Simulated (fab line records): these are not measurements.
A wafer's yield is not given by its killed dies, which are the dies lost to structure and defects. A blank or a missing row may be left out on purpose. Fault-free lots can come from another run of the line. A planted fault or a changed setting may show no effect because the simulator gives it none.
fab line records + flow nandHarc
record:
- lots: 14
- wafers: 42
- lastDay: 33
route steps=1302 shown A_CHANNEL_FILL_D2@618 A_BONDPAD@1227 THIN_TSV@1250 END@1302
lots with no fault: from the same line, run without faults
startH: hours from the record's first day to the start of the lot's first wafer shown + waitH: hours since the lot's step before + " same as the row above + L1.1+2: a row that stands for several wafers + - no value present, or no start provided + * or withheld: withheld + < > ~ a bound
route shown NAME@n: names a module that has steps shown in the file, with the first one's number in the route + usual: average and standard deviation across the fault-free wafers + same: alike in all rows + chamber/n: place in a boat + sites: each site's reading + _std_site: the standard deviation of these + _edge_site: inner sites' mean taken away from outer sites' mean + radiusMm: how far each site lies from the wafer's centre + mask NAME#n: copy n + behind: the last tool/chamber to shape the wafer + hold: what put the lot on hold/how long, in hours/how the hold closed + device: whichever transistor did not switch (one of n, p or np) + end of line: the same wafers' tests at the end of the route + a step given without rows: its recipe and nothing more + killed: the dies lost at the first sort to structure and to defects; this is not the yield of the wafer + map: dies across one wafer; x = killed, . = not, _ = none there
set.NAME: the setting that was run; set.NAME@STEP: the one run at that earlier step + model.NAME: the simulator's own value behind a step, which no gauge read
one table for each step of the route and one row for each wafer, over a sample of lots
services: from which hour (startH, from the record's first day; less than 0 if before it) a tool's chamber was out of use, for how many hours, and why
== steps ==
step: NHARC_A_CHANNEL_FILL_D2_CVD_18
recipe:
- targetThkA: 30
- tempC: 550
- material: poly-Si
usual:
- spikeTcCentreC: 551.3/1.1
| lot.wafer | tool         | chamber | startH | waitH | spikeTcCentreC |
|-----------|--------------|---------|--------|-------|----------------|
| L909.1    | lpcvdPoly-01 | 0       | 326.43 | -     | 551.8          |
| L909.5    | "            | 0       | "      | "     | 551.5          |
| L909.6    | "            | 0       | "      | "     | 552.9          |
| L911.2    | lpcvdPoly-04 | 0       | 348.46 | -     | 551.7          |
| L911.4    | "            | 0       | "      | "     | 551.0          |
| L911.6    | "            | 0       | "      | "     | 551.8          |
| L913.1    | lpcvdPoly-04 | 0       | 348.46 | -     | 550.2          |
| L913.4    | "            | 0       | "      | "     | 551.2          |
| L913.5    | "            | 0       | "      | "     | 550.9          |
| L912.1    | lpcvdPoly-03 | 0       | 360.67 | -     | 551.1          |
| L912.5    | "            | 0       | "      | "     | 551.1          |
| L912.6    | "            | 0       | "      | "     | 550.2          |
| L914.1    | lpcvdPoly-04 | 0       | 368.75 | -     | 550.2          |
| L914.3    | "            | 0       | "      | "     | 552.2          |
| L914.6    | "            | 0       | "      | "     | 551.1          |
| L916.1    | lpcvdPoly-04 | 0       | 396.91 | -     | 551.1          |
| L916.3    | "            | 0       | "      | "     | 551.7          |
| L916.4    | "            | 0       | "      | "     | 550.0          |
| L918.3    | lpcvdPoly-01 | 0       | 409.14 | -     | 552.5          |
| L918.4    | "            | 0       | "      | "     | 554.3          |
| L918.5    | "            | 0       | "      | "     | 552.0          |
| L922.2    | lpcvdPoly-04 | 0       | 472.02 | -     | 551.0          |
| L922.4    | "            | 0       | "      | "     | 551.5          |
| L922.5    | "            | 0       | "      | "     | 551.8          |
| L925.1    | lpcvdPoly-04 | 0       | 472.02 | -     | 549.1          |
| L925.5    | "            | 0       | "      | "     | 551.9          |
| L925.6    | "            | 0       | "      | "     | 551.8          |
| L926.1    | lpcvdPoly-01 | 0       | 500.61 | -     | 551.5          |
| L926.3    | "            | 0       | "      | "     | 553.2          |
| L926.4    | "            | 0       | "      | "     | 549.2          |
| L927.1    | lpcvdPoly-01 | 0       | 500.61 | -     | 550.4          |
| L927.2    | "            | 0       | "      | "     | 553.9          |
| L927.4    | "            | 0       | "      | "     | 550.2          |
| L930.1    | lpcvdPoly-03 | 0       | 534.19 | -     | 550.2          |
| L930.3    | "            | 0       | "      | "     | 550.0          |
| L930.4    | "            | 0       | "      | "     | 551.9          |
| L931.4    | lpcvdPoly-03 | 0       | 534.19 | -     | 551.8          |
| L931.5    | "            | 0       | "      | "     | 550.6          |
| L931.6    | "            | 0       | "      | "     | 550.5          |
| L932.1    | lpcvdPoly-03 | 0       | 555.04 | -     | 551.6          |
| L932.4    | "            | 0       | "      | "     | 549.8          |
| L932.6    | "            | 0       | "      | "     | 551.1          |
step: NHARC_A_BONDPAD_PVD_17
recipe:
- targetThkA: 50
- biasV: 168.6
- powerW: 15000
- chamberPressurePa: 0.12
- timeS: 8.06
- substrateTempC: 50
- material: TaN
usual:
- throttleValvePct: 30.3/0.85
| lot.wafer | tool          | chamber | startH | waitH | throttleValvePct |
|-----------|---------------|---------|--------|-------|------------------|
| L909.1    | pvdSputter-01 | -       | -      | -     | 30.2             |
| L909.6    | "             | -       | "      | "     | 30.6             |
| L909.5    | "             | -       | "      | "     | 30.4             |
| L911.2    | pvdSputter-02 | -       | -      | -     | 30.2             |
| L911.4    | "             | -       | "      | "     | 31.8             |
| L911.6    | "             | -       | "      | "     | 30.5             |
| L913.4    | pvdSputter-02 | -       | -      | -     | 30.3             |
| L913.1    | "             | -       | "      | "     | 30.9             |
| L913.5    | "             | -       | "      | "     | 29.1             |
| L914.1    | pvdSputter-02 | -       | -      | -     | 30.5             |
| L914.3    | "             | -       | "      | "     | 28.9             |
| L914.6    | "             | -       | "      | "     | 30.1             |
| L912.1    | pvdSputter-03 | -       | -      | -     | 29.2             |
| L912.5    | "             | -       | "      | "     | 29.6             |
| L912.6    | "             | -       | "      | "     | 30.1             |
| L916.3    | pvdSputter-03 | -       | -      | -     | 30.0             |
| L916.1    | "             | -       | "      | "     | 30.5             |
| L916.4    | "             | -       | "      | "     | 29.0             |
| L918.3    | pvdSputter-03 | -       | -      | -     | 29.4             |
| L918.4    | "             | -       | "      | "     | 30.0             |
| L918.5    | "             | -       | "      | "     | 30.0             |
| L925.1    | pvdSputter-03 | -       | -      | -     | 29.0             |
| L925.6    | "             | -       | "      | "     | 30.5             |
| L925.5    | "             | -       | "      | "     | 29.4             |
| L922.4    | pvdSputter-03 | -       | -      | -     | 30.0             |
| L922.2    | "             | -       | "      | "     | 29.1             |
| L922.5    | "             | -       | "      | "     | 30.2             |
| L927.2    | pvdSputter-02 | -       | -      | -     | 31.3             |
| L927.1    | "             | -       | "      | "     | 31.1             |
| L927.4    | "             | -       | "      | "     | 28.5             |
| L926.1    | pvdSputter-01 | -       | -      | -     | 30.7             |
| L926.3    | "             | -       | "      | "     | 30.4             |
| L926.4    | "             | -       | "      | "     | 30.8             |
| L931.4    | pvdSputter-02 | -       | -      | -     | 31.3             |
| L931.6    | "             | -       | "      | "     | 28.9             |
| L931.5    | "             | -       | "      | "     | 31.7             |
| L930.4    | pvdSputter-01 | -       | -      | -     | 30.7             |
| L930.1    | "             | -       | "      | "     | 31.3             |
| L930.3    | "             | -       | "      | "     | 30.2             |
| L932.4    | pvdSputter-03 | -       | -      | -     | 29.6             |
| L932.1    | "             | -       | "      | "     | 28.6             |
| L932.6    | "             | -       | "      | "     | 31.0             |
step: NHARC_THIN_TSV_DEP_43
recipe:
- targetThkA: 13285
- tempC: withheld
- pressureTorr: 6.5
- rfW: 900
- teosFlowSccm: 161.4
- flowSccm: 2650
- targetThkNm: 1328.5
- gas: O2
- material: SiO2
usual:
- throttleValvePct: 15.9/0.64
| lot.wafer | tool     | chamber | startH | waitH | throttleValvePct |
|-----------|----------|---------|--------|-------|------------------|
| L909.1    | pecvd-01 | 1       | 555.66 | -     | 16.5             |
| L909.6    | "        | 2       | "      | "     | 14.6             |
| L909.5    | "        | 0       | "      | "     | 16.3             |
| L911.2    | pecvd-01 | 1       | 573.17 | -     | 16.6             |
| L911.4    | "        | 2       | "      | "     | 14.7             |
| L911.6    | "        | 0       | "      | "     | 16.2             |
| L913.1    | pecvd-02 | 2       | 574.29 | -     | 16.4             |
| L913.4    | "        | 0       | "      | "     | 15.9             |
| L913.5    | "        | 1       | "      | "     | 16.5             |
| L914.3    | pecvd-02 | 0       | 587.79 | -     | 15.7             |
| L914.1    | "        | 1       | "      | "     | 16.5             |
| L914.6    | "        | 0       | "      | "     | 15.7             |
| L912.1    | pecvd-01 | 0       | 596.72 | -     | 16.4             |
| L912.5    | "        | 0       | "      | "     | 16.4             |
| L912.6    | "        | 1       | "      | "     | 17.1             |
| L916.3    | pecvd-02 | 0       | 611.89 | -     | 15.9             |
| L916.1    | "        | 1       | "      | "     | 16.6             |
| L916.4    | "        | 1       | "      | "     | 16.3             |
| L918.3    | pecvd-01 | 2       | 632.06 | -     | 14.7             |
| L918.5    | "        | 1       | "      | "     | 16.8             |
| L918.4    | "        | 0       | "      | "     | 16.6             |
| L925.1    | pecvd-03 | 2       | 682.55 | -     | 15.9             |
| L925.6    | "        | 1       | "      | "     | 15.8             |
| L925.5    | "        | 2       | "      | "     | 15.9             |
| L922.2    | pecvd-03 | 0       | 684.96 | -     | 15.2             |
| L922.5    | "        | 2       | "      | "     | 16.0             |
| L922.4    | "        | 0       | "      | "     | 15.6             |
| L927.2    | pecvd-03 | 0       | 726.54 | -     | 15.4             |
| L927.1    | "        | 1       | "      | "     | 15.8             |
| L927.4    | "        | 0       | "      | "     | 15.4             |
| L926.1    | pecvd-02 | 1       | 737.02 | -     | 16.2             |
| L926.4    | "        | 1       | "      | "     | 16.4             |
| L926.3    | "        | 2       | "      | "     | 16.4             |
| L931.4    | pecvd-01 | 1       | 756.54 | -     | 16.6             |
| L931.6    | "        | 2       | "      | "     | 14.7             |
| L931.5    | "        | 0       | "      | "     | 16.5             |
| L930.1    | pecvd-01 | 1       | 757.61 | -     | 16.6             |
| L930.3    | "        | 2       | "      | "     | 14.6             |
| L930.4    | "        | 0       | "      | "     | 16.4             |
| L932.1    | pecvd-01 | 1       | 771.77 | -     | 16.3             |
| L932.4    | "        | 0       | "      | "     | 16.5             |
| L932.6    | "        | 2       | "      | "     | 14.7             |
step: NHARC_THIN_TSV_PRE_CLEAN_50
recipe:
- timeS: 30
- tempC: 280
- gas: H2/He
usual:
- heaterPowerW: 394/28
| lot.wafer | tool          | chamber | startH | waitH | heaterPowerW |
|-----------|---------------|---------|--------|-------|--------------|
| L909.1    | pvdSputter-01 | -       | -      | -     | 422          |
| L909.5    | "             | -       | "      | "     | 378          |
| L909.6    | "             | -       | "      | "     | 442          |
| L911.4    | pvdSputter-01 | -       | -      | -     | 358          |
| L911.2    | "             | -       | "      | "     | 440          |
| L911.6    | "             | -       | "      | "     | 355          |
| L913.1    | pvdSputter-02 | -       | -      | -     | 408          |
| L913.4    | "             | -       | "      | "     | 348          |
| L913.5    | "             | -       | "      | "     | 411          |
| L914.3    | pvdSputter-02 | -       | -      | -     | 353          |
| L914.1    | "             | -       | "      | "     | 385          |
| L914.6    | "             | -       | "      | "     | 373          |
| L912.1    | pvdSputter-03 | -       | -      | -     | 390          |
| L912.6    | "             | -       | "      | "     | 398          |
| L912.5    | "             | -       | "      | "     | 347          |
| L916.4    | pvdSputter-02 | -       | -      | -     | 386          |
| L916.1    | "             | -       | "      | "     | 418          |
| L916.3    | "             | -       | "      | "     | 352          |
| L918.3    | pvdSputter-03 | -       | -      | -     | 434          |
| L918.4    | "             | -       | "      | "     | 397          |
| L918.5    | "             | -       | "      | "     | 441          |
| L925.1    | pvdSputter-01 | -       | -      | -     | 386          |
| L925.6    | "             | -       | "      | "     | 368          |
| L925.5    | "             | -       | "      | "     | 429          |
| L922.2    | pvdSputter-01 | -       | -      | -     | 370          |
| L922.4    | "             | -       | "      | "     | 437          |
| L922.5    | "             | -       | "      | "     | 382          |
| L927.1    | pvdSputter-03 | -       | -      | -     | 420          |
| L927.2    | "             | -       | "      | "     | 356          |
| L927.4    | "             | -       | "      | "     | 403          |
| L926.3    | pvdSputter-01 | -       | -      | -     | 413          |
| L926.4    | "             | -       | "      | "     | 440          |
| L926.1    | "             | -       | "      | "     | 389          |
| L931.4    | pvdSputter-02 | -       | -      | -     | 376          |
| L931.6    | "             | -       | "      | "     | 408          |
| L931.5    | "             | -       | "      | "     | 391          |
| L930.4    | pvdSputter-02 | -       | -      | -     | 391          |
| L930.1    | "             | -       | "      | "     | 363          |
| L930.3    | "             | -       | "      | "     | 369          |
| L932.4    | pvdSputter-01 | -       | -      | -     | 409          |
| L932.1    | "             | -       | "      | "     | 365          |
| L932.6    | "             | -       | "      | "     | 386          |
step: NHARC_END_SORT_01
recipe:
- tempC: 25
usual:
- killedAtArray: 54/16
- killedAtOther: 0.6/0.86
- killedAtPeriphery: 3.8/2.6
- killedDies: 58/16
- killedOpen: 3.3/1.8
- killedShort: 2.7/1.7
same:
- grossDies: 677
| lot.wafer | tool      | chamber | startH | waitH | killedAtArray | killedAtOther | killedAtPeriphery | killedDies | killedOpen | killedShort |
|-----------|-----------|---------|--------|-------|---------------|---------------|-------------------|------------|------------|-------------|
| L925.1    | prober-01 | 0       | 708.57 | 2.5   | 156           | 0             | 8                 | 164        | 2          | 0           |
| L925.5    | prober-01 | 0       | 711.78 | 3.7   | 161           | 0             | 3                 | 164        | 1          | 2           |
| L925.6    | prober-01 | 0       | 712.59 | 4.0   | 133           | 0             | 5                 | 138        | 2          | 0           |
| L922.2    | prober-02 | 0       | 709.45 | 2.8   | 127           | 0             | 4                 | 131        | 4          | 4           |
| L922.4    | prober-02 | 0       | 711.03 | 3.4   | 124           | 0             | 1                 | 125        | 2          | 3           |
| L922.5    | prober-02 | 0       | 711.82 | 3.7   | 124           | 0             | 3                 | 127        | 6          | 4           |
killed by level:class
L925.1 A_CHANNEL_FILL_D2:unspecified=88 A_CHANNEL_HOLE_D1:chamberFilmFlake=27 A_SLIT:chamberFilmFlake=16 A_CHANNEL_HOLE_D2:chamberFilmFlake=7 P_STI:chamberFilmFlake=6 A_CONTACT:chamberFilmFlake=6 A_STAIRCASE:chamberFilmFlake=4 A_WL_FILL:chamberFilmFlake=4
L922.2 A_CHANNEL_FILL_D2:unspecified=85 A_CHANNEL_HOLE_D1:chamberFilmFlake=27 P_GATE:chamberFilmFlake=3 A_M1:chamberFilmFlake=3 A_ONON_D1:geometricParticle:short=2 P_CONTACT:geometricParticle:open=1 A_CHANNEL_HOLE_D1:geometricParticle:short=1 A_CHANNEL_FILL_D1:geometricParticle:open=1
L922.4 A_CHANNEL_FILL_D2:unspecified=80 A_CHANNEL_HOLE_D1:chamberFilmFlake=23 A_STAIRCASE:chamberFilmFlake=7 A_CHANNEL_FILL_D1:chamberFilmFlake=4 A_CONTACT:chamberFilmFlake=4 A_WL_FILL:geometricParticle:short=2 P_M1:geometricParticle:open=1 A_ONON_D1:geometricParticle:short=1
L925.5 A_CHANNEL_FILL_D2:unspecified=85 A_CHANNEL_HOLE_D1:chamberFilmFlake=37 A_SLIT:chamberFilmFlake=15 A_CHANNEL_HOLE_D2:chamberFilmFlake=10 A_STAIRCASE:chamberFilmFlake=4 A_CONTACT:chamberFilmFlake=3 P_STI:chamberFilmFlake=2 A_WL_FILL:chamberFilmFlake=2
L922.5 A_CHANNEL_FILL_D2:unspecified=72 A_CHANNEL_HOLE_D1:chamberFilmFlake=34 A_STAIRCASE:chamberFilmFlake=4 A_DECK1_JOINT:geometricParticle:open=2 A_WL_FILL:geometricParticle:short=2 A_WL_FILL:geometricParticle:open=2 P_ZERO_WELL:chamberFilmFlake=2 P_CONTACT:geometricParticle:open=1
L925.6 A_CHANNEL_FILL_D2:unspecified=73 A_CHANNEL_HOLE_D1:chamberFilmFlake=28 A_CHANNEL_HOLE_D2:chamberFilmFlake=11 A_SLIT:chamberFilmFlake=8 A_STAIRCASE:chamberFilmFlake=5 P_ZERO_WELL:chamberFilmFlake=3 A_CONTACT:chamberFilmFlake=3 A_CHANNEL_FILL_D1:chamberFilmFlake=2
== services ==
| tool          | chamber | startH | hours | kind   |
|---------------|---------|--------|-------|--------|
| pecvd-01      | -       | 311.32 | 13.0  | pm     |
| pvdSputter-03 | -       | 314.76 | 0.7   | repair |
| pvdSputter-03 | -       | 346.57 | 1.1   | repair |
| pvdSputter-03 | -       | 357.17 | 10.0  | pm     |
| lpcvdPoly-03  | -       | 390.29 | 26.0  | pm     |
| pvdSputter-02 | -       | 396.47 | 2.2   | repair |
| pvdSputter-01 | -       | 404.00 | 10.0  | pm     |
| pecvd-02      | -       | 431.69 | 13.0  | pm     |
| pvdSputter-03 | -       | 434.31 | 2.7   | repair |
| pecvd-02      | -       | 450.17 | 0.5   | repair |
| pvdSputter-01 | -       | 456.18 | 2.6   | repair |
| pvdSputter-02 | -       | 460.07 | 10.0  | pm     |
| pecvd-01      | -       | 492.32 | 13.0  | pm     |
| pvdSputter-03 | -       | 535.22 | 10.0  | pm     |
| pvdSputter-01 | -       | 553.70 | 2.7   | repair |
| pvdSputter-01 | -       | 570.31 | 2.8   | repair |
| pvdSputter-01 | -       | 582.00 | 10.0  | pm     |
| pvdSputter-02 | -       | 638.07 | 10.0  | pm     |
| lpcvdPoly-04  | -       | 653.54 | 5.1   | repair |
| pecvd-01      | -       | 673.32 | 13.0  | pm     |
| pvdSputter-03 | -       | 713.22 | 10.0  | pm     |
| pecvd-01      | 2       | 725.01 | 21.1  | repair |
| lpcvdPoly-04  | -       | 746.44 | 9.7   | repair |
| pvdSputter-01 | -       | 760.00 | 10.0  | pm     |
== key ==
firstSign:
- step: NHARC_END_SORT_01
- reading: killedAtArray
- direction: up
- sigmas: 5.2
- usual: 54
- struck: 138
effect:
- step: NHARC_END_SORT_01
- reading: killedDies
- direction: up
- sigmas: 5.2
- usual: 58
- struck: 142
moreKillsBornAt:
- NHARC_A_CHANNEL_FILL_D2_CVD_18@lpcvdPoly-04: 483
metAt NHARC_A_CHANNEL_FILL_D2_CVD_18
struckLots L922,L925
testerLeftOut L922,L925
notActingAt NHARC_A_BONDPAD_PVD_17,NHARC_THIN_TSV_DEP_43,NHARC_THIN_TSV_PRE_CLEAN_50
onsetBetween 396.91 472.02
fault:
- kind: chamberParticleSource
- tool: lpcvdPoly-04
- chamber: -
- onsetH: 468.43
- steps: NHARC_A_CHANNEL_FILL_D2_CVD_18
- ratePerVisitCm2: 0.63782
- endH: 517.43
testerLeftOut: of these lots the tester's yield and bins aren't shown, on N5 and GAA mostly nor the transistor test; their killed dies are dies lost to structure and defects alone, not to doping, threshold or leakage, so they don't give the yield
